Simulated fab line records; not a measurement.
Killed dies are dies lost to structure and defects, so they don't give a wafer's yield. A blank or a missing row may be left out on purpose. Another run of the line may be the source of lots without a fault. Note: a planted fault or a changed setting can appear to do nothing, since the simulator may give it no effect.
Which tool did it?    flow n5Finfet    12 lots, 36 wafers sampled, at 4 steps of a route of 1938

== WHAT EACH GAUGE READ, for each wafer ==
N5_BEOL_M12_CD_MEAS_17 targets a cd of 140 nm. Usual: cdNm reads 141.9 nm (standard deviation 2.2).
lot   measured      on        cdNm (nm)          flag
L956  day 10 03:32  cdSem-01  144.9 144.4 143.7  
L957  day 10 13:49  cdSem-02  141.0 138.2 138.1  
L960  day 11 04:33  cdSem-02  145.4 144.6 144.1  
L958  day 11 07:22  cdSem-02  145.2 141.7 140.2  
L961  day 11 07:38  cdSem-01  143.0 140.7 145.7  
L963  day 12 01:37  cdSem-01  143.0 141.3 141.9  
L967  day 13 10:29  cdSem-02  144.4 143.0 141.4  
L972  day 14 20:33  cdSem-03  141.2 142.7 141.9  
L974  day 15 12:40  cdSem-01  142.2 140.2 143.3  
L977  day 15 16:55  cdSem-01  139.2 141.8 138.9  
L978  day 16 01:04  cdSem-01  142.6 144.9 145.6  
L979  day 16 09:13  cdSem-02  141.9 138.0 139.2  

N5_BEOL_M12_CD_MEAS_28 targets a cd of 160.2 nm. Usual: cdNm reads 160.6 nm (standard deviation 1.3).
lot   measured      on        cdNm (nm)          flag
L956  day 10 03:59  cdSem-02  159.7 159.4 158.8  
L957  day 10 14:16  cdSem-02  160.9 161.4 161.2  
L960  day 11 04:52  cdSem-02  161.7 159.3 158.4  
L958  day 11 07:41  cdSem-02  161.5 162.2 161.3  
L961  day 11 07:58  cdSem-02  160.4 159.2 162.4  
L963  day 12 01:56  cdSem-01  157.3 159.9 159.4  
L967  day 13 10:56  cdSem-02  160.4 159.6 157.8  
L972  day 14 20:53  cdSem-01  159.7 160.9 161.4  
L974  day 15 12:59  cdSem-01  161.0 160.0 158.0  
L977  day 15 17:15  cdSem-03  159.9 159.3 161.8  
L978  day 16 01:23  cdSem-01  159.6 160.7 159.4  
L979  day 16 09:32  cdSem-03  160.9 161.5 160.0  

== EACH LOT AND THE TOOL THAT RAN IT (in order: tool; ch and the chambers of the sampled wafers; start) ==
lot   N5_BEOL_M11_SPUTTER_48       N5_BEOL_M12_COAT_65
L956  pvdSputter-02, day 10 01:23  lithoTrack-02 ch 0, day 10 03:34
L957  pvdSputter-01, day 10 10:05  lithoTrack-03 ch 0, day 10 13:51
L960  pvdSputter-02, day 11 02:26  lithoTrack-03 ch 0, day 11 04:35
L958  pvdSputter-02, day 11 05:13  lithoTrack-03 ch 0, day 11 07:24
L961  pvdSputter-02, day 11 05:29  lithoTrack-03 ch 0, day 11 07:40
L963  pvdSputter-01, day 11 22:24  lithoTrack-02 ch 0, day 12 01:39
L967  pvdSputter-01, day 13 08:27  lithoTrack-02 ch 0, day 13 10:31
L972  pvdSputter-03, day 14 18:01  lithoTrack-04 ch 0, day 14 20:35
L974  pvdSputter-01, day 15 10:31  lithoTrack-02 ch 0, day 15 12:43
L977  pvdSputter-02, day 15 14:54  lithoTrack-04 ch 0, day 15 16:58
L978  pvdSputter-02, day 15 22:50  lithoTrack-04 ch 0, day 16 01:06
L979  pvdSputter-02, day 16 06:59  lithoTrack-02 ch 0, day 16 09:15
- N5_BEOL_M11_SPUTTER_48: material Cu, target thk 12 nm, time 2 s.
- N5_BEOL_M12_COAT_65: time 60 s, resist thk 300 nm.

== AS READ BY THE TOOLS THEMSELVES (means over the sampled wafers that have a number; for cases with no such wafer, the mark the record gives instead) ==
N5_BEOL_M11_SPUTTER_48. Usual: throttleValvePct reads 30.0 % (standard deviation 0.67).
lot   tool           throttleValvePct (%)  flag
L956  pvdSputter-02  30.9                  
L957  pvdSputter-01  30.1                  
L960  pvdSputter-02  30.1                  
L958  pvdSputter-02  29.8                  
L961  pvdSputter-02  30.0                  
L963  pvdSputter-01  29.9                  
L967  pvdSputter-01  30.1                  
L972  pvdSputter-03  30.7                  
L974  pvdSputter-01  30.2                  
L977  pvdSputter-02  30.3                  
L978  pvdSputter-02  29.9                  
L979  pvdSputter-02  30.6                  

N5_BEOL_M12_COAT_65. Usual: exhaustPa 44.9 Pa, standard deviation 0.85; spinSpeedRpm 1499.9 rpm, standard deviation 1.1.
lot   tool           exhaustPa (Pa)  spinSpeedRpm (rpm)  flag
L956  lithoTrack-02  44.7            1499.2              
L957  lithoTrack-03  45.2            1499.3              
L960  lithoTrack-03  44.6            1499.0              
L958  lithoTrack-03  44.6            1500.9              
L961  lithoTrack-03  44.8            1499.9              
L963  lithoTrack-02  44.6            1536.9              OFF
L967  lithoTrack-02  43.8            1537.1              OFF
L972  lithoTrack-04  45.6            1499.1              
L974  lithoTrack-02  45.5            1499.0              
L977  lithoTrack-04  45.4            1499.9              
L978  lithoTrack-04  44.8            1499.6              
L979  lithoTrack-02  44.1            1500.4              

== THE ANSWER, worked out from the rows above alone ==
Rule: a lot counts as off when the mean over its wafers that have a number is more than 3 standard deviations away from the usual mean. A lot without any number at a reading at which 4 lots or more have one is off too. Any other lot the step has rows for is counted as sound. The gauges are gone through in route order, then the tools' own readings, and for those a lot's mean is taken as printed above. At the first step where some lot is off, the reading lying furthest off is the one used; lots without a number count as furthest.
Off at N5_BEOL_M12_COAT_65 (spinSpeedRpm): L963, L967.
A tool fits if, at that step or a process step before it, it ran every lot that is off, and no sound lot after the first of them. Not one of the candidates tried fits.

== WHAT HAD BEEN PUT IN BY THE SIMULATOR ==
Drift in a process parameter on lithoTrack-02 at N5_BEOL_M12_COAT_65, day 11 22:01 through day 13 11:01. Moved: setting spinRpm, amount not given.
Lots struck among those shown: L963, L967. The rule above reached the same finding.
